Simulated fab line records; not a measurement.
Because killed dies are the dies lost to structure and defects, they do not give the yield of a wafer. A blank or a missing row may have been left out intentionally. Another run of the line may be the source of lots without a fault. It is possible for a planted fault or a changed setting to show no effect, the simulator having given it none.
Matching of chambers -- flow n5Finfet -- rieDiel-05 running N5_BEOL_M3_ETCH_77: 4 sister chambers
The step etches underlayer in N2/H2, target depth 6.5 nm, time 5.2 s. 4 wafers are shown with their chamber, then 8 later ones without.

WAFERS WITH THEIR CHAMBER
wafer,chamber,drypumpMotorCurrentA (A)
L090.5,1,5.0
L094.2,2,6.3
L094.6,3,5.5
L095.1,0,6.4

WAFERS WITH NO CHAMBER GIVEN
wafer,drypumpMotorCurrentA (A)
L095.2,5.5
L095.3,5.5
L095.4,6.4
L095.5,6.4
L095.6,5.5
L097.3,5.5
L097.4,6.5
L097.5,6.5

WHICH CHAMBER EACH ONE RAN IN
wafer,from the rows above,in truth
L095.2,3,3
L095.3,3,3
L095.4,0,0
L095.5,0,0
L095.6,3,3
L097.3,3,3
L097.4,0,0
L097.5,0,0
Correctly placed: 8 of 8. Not placeable from these rows: 0. Placed wrongly: 0.
How it was worked out, from the rows above alone: a wafer's distance from a chamber is the root of the sum, over the readings, of the square of ((its reading less the chamber's mean) divided by the reading's scatter). The wafer belongs to the nearest chamber; if the next one is less than 2 further off, it can't be placed. For every chamber, the mean is computed from those of its wafers that are shown. The scatter: root of mean squared gap, hidden wafer to nearest shown wafer, with one shown wafer a chamber.
